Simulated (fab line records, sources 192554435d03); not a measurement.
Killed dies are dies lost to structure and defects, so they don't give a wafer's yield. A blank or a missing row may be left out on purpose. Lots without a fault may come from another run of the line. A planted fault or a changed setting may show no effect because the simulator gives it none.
fab line records | flow n5_finfet
record lots=6 wafers=16 last_day=17
route steps=1938 shown TV_LITHO@1876 TV_OPEN@1887 PASSIVATION@1936
lots that met no fault: from a run of the same line without faults
start_h: hours from the record's first day to the start of the lot's first wafer shown | wait_h: hours since the lot's step before | " the same as in the row above | L1.1+2: a row that stands for several wafers | - no value, or no start given | * or withheld: withheld | < > ~ a bound
route shown NAME@n: a module of which the file shows steps, and the number in the route of the first | usual: mean/standard deviation of fault-free wafers | same: alike in all rows | chamber/n: place in a boat | sites: the reading at each site | _std_site: their standard deviation | _edge_site: outer sites' mean less inner sites' | radius_mm: how far each site lies from the wafer's centre | mask NAME#n: copy n | behind: the tool/chamber that last shaped the wafer | hold: why the lot was held/for how many hours/how that ended | device: the transistor (n, p or np) that didn't switch | end of line: the same wafers' tests at the end of the route | a step without rows: its recipe alone | killed: dies lost to structure and defects at the first sort, not the wafer's yield | map: a wafer's dies, x killed, . not, _ none there
set.NAME: the setting as run; set.NAME@STEP: as run at that earlier step | model.NAME: the simulator's own value behind a step, which no gauge read
lots at some steps of the route; a table a step, a row a wafer
services: from which hour (start_h, from the record's first day; less than 0 if before it) a tool's chamber was out of use, for how many hours, and why
## steps
# step N5_PASSIVATION_COAT_04
# recipe spin_rpm=* resist_thk_nm=*
# step N5_PASSIVATION_EBR_06
# recipe solvent=PGMEA ebr_width_mm=1.5
# step N5_PASSIVATION_SOFTBAKE_05
# recipe temp_c=100 time_s=90
# step N5_PASSIVATION_EXPOSE_07
# recipe mask_id=TV na=0.55 source_shape=conventional sigma_outer=0.8 polarization=unpolarized defocus_nm=0 target_cd_nm=3000 dose_mj=22.75
# step N5_PASSIVATION_PEB_08
# recipe peb_temp_c=withheld peb_time_s=*
# step N5_PASSIVATION_DEVELOP_09
# recipe develop_time_s=60 rinse_liquid=diw dry=air_spin dev_temp_c=21
# step N5_PASSIVATION_HARDBAKE_11
# recipe temp_c=130 time_s=120
# step N5_PASSIVATION_CD_MEAS_10
# recipe target_cd_nm=3000 landing_energy_ev=500 detector=se_inlens
# usual cd_nm=3000.7/2.7
# columns lot.wafer tool chamber start_h wait_h cd_nm
L966.2 cd_sem-01 0 287.57 - 3008.5
L966.3 " 0 " " 3002.3
L966.5 " 0 " " 3000.6
L972.2 cd_sem-01 0 317.05 - 2994.6
L972.3 " 0 " " 3000.7
L972.4 " 0 " " 3000.6
L980.3 cd_sem-01 0 364.47 - 3004.2
L980.5 " 0 " " 2995.0
L983.3 cd_sem-03 0 387.40 - 3001.9
L983.5 " 0 " " 2998.9
L987.3 cd_sem-02 0 398.17 - 3002.1
L987.4 " 0 " " 3007.3
L987.5 " 0 " " 3000.6
L986.3 cd_sem-01 0 411.78 - 3001.3
L986.4 " 0 " " 3001.8
L986.6 " 0 " " 3001.2
# step N5_PASSIVATION_OVL_MEAS_60
# recipe points_per_wafer=44
# usual TV_OVL=-1/6
# columns lot.wafer tool chamber start_h wait_h TV_OVL[nm]
L966.2 overlay-02 0 287.60 0.0 3
L966.3 " 0 " " 4
L966.5 " 0 " " 6
L972.2 overlay-02 0 317.08 0.0 -8
L972.3 " 0 " " -2
L972.4 " 0 " " -6
L980.3 overlay-02 0 364.50 0.0 1
L980.5 " 0 " " -6
L983.3 overlay-01 0 387.43 0.0 -3
L983.5 " 0 " " -6
L987.3 overlay-01 0 398.20 0.0 2
L987.4 " 0 " " 10
L987.5 " 0 " " 0
L986.3 overlay-02 0 411.81 0.0 0
L986.4 " 0 " " -2
L986.6 " 0 " " 0
# step N5_PASSIVATION_INSPECT_61
# recipe mode=adi inspect_instrument=macro
# usual raw_defect_count=2.0/1.3
# columns lot.wafer tool chamber start_h wait_h raw_defect_count
L966.2 defect_inspect-01 - 287.63 0.0 1
L966.3 " - " " 2
L966.5 " - " " 1
L972.2 defect_inspect-01 - 317.11 0.0 0
L972.3 " - " " 1
L972.4 " - " " 1
L980.3 defect_inspect-01 - 364.52 0.0 4
L980.5 " - " " 3
L983.3 defect_inspect-02 - 387.46 0.0 3
L983.5 " - " " 4
L987.3 defect_inspect-01 - 398.22 0.0 1
L987.4 " - " " 2
L987.5 " - " " 2
L986.3 defect_inspect-02 - 411.84 0.0 1
L986.4 " - " " 2
L986.6 " - " " 1
# step N5_PASSIVATION_DESCUM_12
# recipe chemistry=O2 time_s=7.9 source_power_w=50 bias_power_w=20 pressure_mtorr=20 rf_frequency_hz=2.712e+07 temp_c=40 o2_flow_sccm=225
# usual drypump_motor_current_A=5.6/0.42 o2_flow_sccm=225.0/0.68 oes_product_au=0.78/0.094 rf_vpp_V=243.0/1.4 showerhead_plenum_p_Torr=2.07/0.082 throttle_valve_pct=20.55/0.23
# columns lot.wafer tool chamber start_h wait_h drypump_motor_current_A o2_flow_sccm oes_product_au rf_hours_counter_h rf_vpp_V showerhead_plenum_p_Torr throttle_valve_pct
L966.2 rie_diel-01 1 287.66 0.0 5.3 224.1 0.73 188 242.7 1.96 20.49
L966.3 " 2 " " 6.1 224.2 0.72 191 243.6 2.17 20.20
L966.5 " 1 " " 5.3 225.0 0.73 - 241.7 1.96 20.49
L972.2 rie_diel-03 1 317.14 0.0 5.0 225.5 0.93 15 243.2 2.04 20.50
L972.3 " 0 " " 5.4 224.9 0.70 234 244.4 2.17 20.90
L972.4 " 0 " " 5.4 225.4 0.70 - 244.6 2.17 20.92
L980.3 rie_diel-01 1 364.70 0.2 5.3 224.6 0.72 214 242.0 1.96 20.52
L980.5 " 3 " " 6.1 225.8 0.98 - 246.2 2.25 20.82
L983.3 rie_diel-01 1 387.49 0.0 5.3 225.5 0.70 224 241.9 1.95 20.55
L983.5 " 2 " " 6.1 226.0 0.69 - 244.0 2.16 20.25
L987.3 rie_diel-03 0 398.25 0.0 5.4 225.0 0.97 4 244.5 2.17 20.58
L987.4 " 2 " " 5.9 225.3 0.86 66 240.9 2.04 20.70
L987.5 " 1 " " 5.1 225.6 0.88 - 243.3 2.03 20.53
L986.3 rie_diel-03 3 412.53 0.7 5.2 223.6 0.69 227 240.9 1.97 20.65
L986.4 " 1 " " 5.1 225.8 0.87 48 242.9 2.03 20.56
L986.6 " 1 " " 5.1 225.9 0.87 - 243.4 2.03 20.55
# step N5_PASSIVATION_PASS_ETCH_74
# recipe chemistry=CF4/O2 target=SiNx target_depth_a=2200 time_s=110 ion_energy_ev=100 pressure_mtorr=40 source_w=535 bias_w=49 Ar_flow_sccm=100 cf4_flow_sccm=100 O2_flow_sccm=10
# usual bias_w=49.01/0.17 drypump_motor_current_A=5.6/0.41 oes_product_au=0.78/0.098 rf_vpp_V=240/6 showerhead_plenum_p_Torr=2.18/0.076 throttle_valve_pct=16.12/0.21
# columns lot.wafer tool chamber start_h wait_h bias_w drypump_motor_current_A oes_product_au rf_hours_counter_h rf_vpp_V showerhead_plenum_p_Torr throttle_valve_pct
L966.2 rie_diel-01 1 287.73 0.0 49.20 5.3 0.72 188 250 2.09 16.16
L966.3 " 2 " " 49.06 6.1 0.71 191 241 2.27 15.86
L966.5 " 1 " " 49.17 5.3 0.73 - 250 2.09 16.16
L972.2 rie_diel-03 1 317.21 0.0 48.78 5.1 0.93 15 236 2.17 16.10
L972.3 " 0 " " 49.29 5.4 0.70 234 244 2.28 16.50
L972.4 " 0 " " 49.12 5.4 0.70 - 244 2.28 16.49
L980.3 rie_diel-01 1 364.77 0.0 48.91 5.3 0.71 214 250 2.08 16.21
L980.5 " 3 " " 48.90 6.0 1.01 - 237 2.34 16.09
L983.3 rie_diel-01 1 387.55 0.0 49.16 5.3 0.70 224 249 2.08 16.21
L983.5 " 2 " " 49.00 6.1 0.68 - 240 2.26 15.93
L987.3 rie_diel-03 0 398.32 0.0 48.90 5.4 0.97 4 243 2.27 16.05
L987.4 " 2 " " 49.18 5.9 0.87 66 236 2.14 16.20
L987.5 " 1 " " 49.18 5.1 0.87 - 237 2.16 16.13
L986.3 rie_diel-03 3 412.60 0.0 49.25 5.2 0.67 227 231 2.10 16.32
L986.4 " 1 " " 48.89 5.1 0.86 48 237 2.16 16.14
L986.6 " 1 " " 49.10 5.1 0.87 - 236 2.16 16.13
# step N5_PASSIVATION_VIA_ETCH_13
# recipe chemistry=CHF3/O2 target=SiO2 target_depth_a=6600 CHF3_flow_sccm=50 O2_flow_sccm=5 Ar_flow_sccm=200 time_s=330 mask_material=PR pressure_mtorr=30 source_w=650 bias_w=170 ion_energy_ev=200 ends=cleared
# usual bias_w=170.0/0.54 drypump_motor_current_A=5.6/0.41 etch_rf_on_time_s=237/7.2 oes_product_au=0.70/0.086 rf_vpp_V=522/13 showerhead_plenum_p_Torr=2.38/0.082 throttle_valve_pct=18.96/0.21
# columns lot.wafer tool chamber start_h wait_h bias_w drypump_motor_current_A etch_rf_on_time_s oes_product_au rf_hours_counter_h rf_vpp_V showerhead_plenum_p_Torr throttle_valve_pct
L966.2 rie_diel-01 1 287.82 0.0 169.6 5.3 238 0.65 188 544 2.28 19.00
L966.3 " 2 " " 169.9 6.1 245 0.64 191 527 2.48 18.63
L966.5 " 1 " " 169.9 5.3 242 0.66 - 544 2.28 19.00
L972.2 rie_diel-03 1 317.30 0.0 169.2 5.1 229 0.84 16 514 2.36 18.98
L972.3 " 0 " " 169.9 5.4 231 0.63 234 530 2.47 19.22
L972.4 " 0 " " 169.1 5.3 240 0.64 - 530 2.47 19.22
L980.3 rie_diel-01 1 364.86 0.0 169.2 5.3 235 0.64 214 545 2.27 19.05
L980.5 " 3 " " - 6.1 380 0.71 - 519 2.56 19.02
L983.3 rie_diel-01 1 387.65 0.0 170.3 5.3 240 0.63 224 542 2.27 19.05
L983.5 " 2 " " - 6.1 402 0.50 - 525 2.46 18.67
L987.3 rie_diel-03 0 398.41 0.0 169.9 5.4 236 0.87 4 530 2.46 18.87
L987.4 " 2 " " 170.2 5.9 236 0.77 66 512 2.31 18.93
L987.5 " 1 " " 171.8 5.1 233 0.78 - 513 2.35 19.03
L986.3 rie_diel-03 3 412.69 0.0 170.3 5.2 244 0.62 227 500 2.29 19.16
L986.4 " 1 " " 168.8 5.1 233 0.78 48 515 2.35 19.03
L986.6 " 1 " " 169.4 5.1 232 0.78 - 515 2.35 19.05
# step N5_PASSIVATION_STRIP_14
# recipe chemistry=O2 power_w=600 temp_c=60 pressure_mtorr=30 rf_frequency_hz=6e+07 bias_power_w=0 overash_fraction=0.5 o2_flow_sccm=225
# usual drypump_motor_current_A=5.6/0.41 o2_flow_sccm=225.0/0.69 oes_product_au=0.78/0.092 rf_vpp_V=3.6/0.89 showerhead_plenum_p_Torr=2.08/0.082 throttle_valve_pct=16.80/0.21
# columns lot.wafer tool chamber start_h wait_h drypump_motor_current_A o2_flow_sccm oes_product_au rf_hours_counter_h rf_vpp_V showerhead_plenum_p_Torr throttle_valve_pct
L966.2 rie_diel-01 1 288.02 0.1 5.3 225.0 0.72 188 4.0 1.97 16.78
L966.3 " 2 " " 6.1 225.5 0.72 191 2.5 2.17 16.58
L966.5 " 1 " " 5.3 225.9 0.74 - 4.7 1.97 16.76
L972.2 rie_diel-03 1 317.50 0.1 5.1 225.0 0.94 16 4.8 2.04 16.66
L972.3 " 0 " " 5.4 225.0 0.69 234 4.0 2.18 17.16
L972.4 " 0 " " 5.4 226.1 0.70 - 3.8 2.18 17.20
L980.3 rie_diel-01 1 365.05 0.1 5.3 225.0 0.72 214 2.9 1.96 16.79
L980.5 " 3 " " 6.1 225.5 0.98 - 2.6 2.26 16.89
L983.3 rie_diel-01 1 387.84 0.1 5.3 224.7 0.71 224 4.8 1.96 16.84
L983.5 " 2 " " 6.1 225.9 0.69 - 3.7 2.16 16.64
L987.3 rie_diel-03 0 398.61 0.1 5.4 223.6 0.97 4 4.5 2.17 16.82
L987.4 " 2 " " 5.9 225.0 0.85 66 5.2 2.04 16.90
L987.5 " 1 " " 5.1 224.9 0.88 - 2.9 2.03 16.74
L986.3 rie_diel-03 3 412.88 0.1 5.2 225.5 0.68 227 2.5 1.98 16.94
L986.4 " 1 " " 5.1 226.3 0.87 48 2.8 2.03 16.77
L986.6 " 1 " " 5.1 225.5 0.87 - 3.5 2.03 16.74
# step N5_PASSIVATION_PROBE_49
# usual defect_limited_yield=91.3/1.4 killed_at_M0_to_M3=33/9.9 killed_at_M4_up=15/5.6 killed_at_contacts=13/5.7 killed_at_front_end=38/12 killed_at_other=4/3.1 killed_dies=103/17 killed_open=66/13 killed_short=32/7.8 sort_bin_4_leakage=0.02/0.16 sort_bin_5_function=5.1/0.95 sort_bin_6_memory=3.2/0.68 sort_n_pass=1077/17 sort_yield_pct=91.3/1.5
# same gross_dies=1180 killed_at_back_side=0 sort_bin_8_speed[%]=0
# columns lot.wafer tool chamber start_h wait_h defect_limited_yield[%] killed_at_M0_to_M3 killed_at_M4_up killed_at_contacts killed_at_front_end killed_at_other killed_dies killed_open killed_short sort_bin_4_leakage[%] sort_bin_5_function[%] sort_bin_6_memory[%] sort_n_pass sort_yield_pct[%]
L966.2 prober-02 - 294.39 0.1 92.0 26 17 12 37 2 94 70 23 0 5.1 2.9 1086 92.0
L966.3 prober-02 - 294.44 0.1 92.7 33 14 8 28 3 86 52 33 0 3.8 3.1 1094 92.7
L966.5 prober-02 - 294.54 0.2 92.5 32 13 8 31 4 88 47 37 0 4.0 3.1 1092 92.5
L980.3 prober-01 - 371.65 0.1 93.1 27 12 7 31 4 81 53 27 0 3.8 2.8 1099 93.1
L980.5 prober-01 - 371.75 0.2 92.3 22 13 17 35 4 91 62 29 0 4.4 3.1 1089 92.3
L983.3 prober-01 - 396.80 0.1 90.6 44 18 14 29 6 111 70 38 0 5.5 3.6 1069 90.6
L983.5 prober-01 - 396.90 0.2 90.0 43 7 18 38 12 118 73 37 0 5.4 3.7 1062 90.0
L987.3 prober-02 - 406.25 0.1 93.1 25 11 15 23 7 81 60 16 0 3.8 2.7 1099 93.1
L987.4 prober-02 - 406.30 0.2 93.9 19 17 12 22 2 72 40 29 0 3.1 2.5 1108 93.9
L987.5 prober-02 - 406.35 0.2 92.8 22 13 13 36 1 85 48 33 0 4.7 2.3 1095 92.8
# killed by level:class
L966.2 MOL_CONTACT_COAG:geometric_particle:open=11 BEOL_M4:geometric_particle:open=9 BEOL_M1:geometric_particle:open=8 STI_FIN_REVEAL:geometric_particle:open=7 ILD0:geometric_particle:open=7 BEOL_M2:geometric_particle:open=7 GATE_CUT:geometric_particle:open=5 GATE_CUT:geometric_particle:short=5
L966.3 BEOL_M4:geometric_particle:open=9 BEOL_M0_SAQP:geometric_particle:short=8 STI_FIN_REVEAL:geometric_particle:open=7 BEOL_M0_SAQP:geometric_particle:open=7 MOL_CONTACT_COAG:geometric_particle:open=6 GATE_CUT:geometric_particle:short=5 BEOL_M1:geometric_particle:open=5 BEOL_M2:geometric_particle:short=5
L966.5 BEOL_M0_SAQP:geometric_particle:short=10 BEOL_M1:geometric_particle:open=8 GATE_CUT:geometric_particle:short=7 MOL_CONTACT_COAG:geometric_particle:open=6 BEOL_M1:geometric_particle:short=5 BEOL_M4:geometric_particle:open=5 FIN_SAQP:geometric_particle:short=4 FIN_SAQP:geometric_particle:open=4
L980.3 FIN_SAQP:geometric_particle:open=7 MOL_CONTACT_COAG:geometric_particle:open=7 BEOL_M0_SAQP:geometric_particle:open=7 BEOL_M1:geometric_particle:open=5 DUMMY_GATE:geometric_particle:open=4 GATE_CUT:geometric_particle:short=4 BEOL_M0_SAQP:geometric_particle:short=4 GATE_CUT:geometric_particle:open=3
L980.5 MOL_CONTACT_COAG:geometric_particle:open=12 FIN_SAQP:geometric_particle:open=7 STI_FIN_REVEAL:geometric_particle:open=6 MOL_CONTACT_COAG:geometric_particle:short=5 BEOL_M1:geometric_particle:open=5 BEOL_M3:geometric_particle:open=5 BEOL_M4:geometric_particle:open=5 STI_FIN_REVEAL:geometric_particle:short=3
L983.3 BEOL_M0_SAQP:geometric_particle:short=14 MOL_CONTACT_COAG:geometric_particle:open=12 BEOL_M0_SAQP:geometric_particle:open=11 BEOL_M2:geometric_particle:open=8 BEOL_M4:geometric_particle:open=6 STI_FIN_REVEAL:geometric_particle:open=4 DUMMY_GATE:geometric_particle:open=4 BEOL_M2:geometric_particle:short=4
L983.5 MOL_CONTACT_COAG:geometric_particle:open=16 BEOL_M1:geometric_particle:open=10 BEOL_M0_SAQP:geometric_particle:open=8 BEOL_M0_SAQP:geometric_particle:short=7 FIN_SAQP:geometric_particle:open=6 STI_FIN_REVEAL:geometric_particle:open=6 BEOL_M1:geometric_particle:short=6 BEOL_M2:geometric_particle:open=5
L987.3 MOL_CONTACT_COAG:geometric_particle:open=13 STI_FIN_REVEAL:geometric_particle:open=9 BEOL_M2:geometric_particle:open=9 BEOL_M4:geometric_particle:open=8 BEOL_M1:geometric_particle:open=7 MIM_TOP:geometric_particle:short=4 BEOL_M0_SAQP:geometric_particle:open=3 BEOL_M6:geometric_particle:open=3
L987.4 BEOL_M2:geometric_particle:open=7 MOL_CONTACT_COAG:geometric_particle:open=7 GATE_CUT:geometric_particle:short=6 FIN_SAQP:geometric_particle:short=5 MOL_CONTACT_COAG:geometric_particle:short=5 BEOL_M0_SAQP:geometric_particle:short=4 BEOL_M5:geometric_particle:open=4 STI_FIN_REVEAL:geometric_particle:open=3
L987.5 MOL_CONTACT_COAG:geometric_particle:open=10 FIN_SAQP:geometric_particle:open=7 STI_FIN_REVEAL:geometric_particle:open=6 BEOL_M2:geometric_particle:open=6 STARTING-WAFER:geometric_particle:short=5 FIN_SAQP:geometric_particle:short=4 BEOL_M0_SAQP:geometric_particle:short=4 BEOL_M0_SAQP:geometric_particle:open=4
## services
# columns tool chamber start_h hours kind
rie_diel-03 2 315.58 9.5 repair
rie_diel-01 3 344.62 - clean
rie_diel-01 3 344.62 - consumable_replace:focus_ring
rie_diel-01 3 344.62 - consumable_replace:showerhead
rie_diel-01 3 344.62 16.0 scheduled_down
rie_diel-01 3 344.62 16.0 vent_cycle
rie_diel-01 - 347.50 0.1 repair
rie_diel-03 0 365.55 - clean
rie_diel-03 0 365.55 - consumable_replace:focus_ring
rie_diel-03 0 365.55 18.1 scheduled_down
rie_diel-03 0 365.55 18.1 vent_cycle
## key
first_sign step=N5_PASSIVATION_VIA_ETCH_13 reading=etch_rf_on_time_s direction=up sigmas=21 usual=* struck=*
effect none on later readings
met_at N5_PASSIVATION_VIA_ETCH_13
struck_wafers L980.5,L983.5
onset_between 287.82 364.86
fault kind=process_parameter_drift tool=rie_diel-01 chamber=- onset_h=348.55 steps=N5_PASSIVATION_VIA_ETCH_13 channel=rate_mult offset=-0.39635 shape=step end_h=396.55 scope=struck_wafers_only
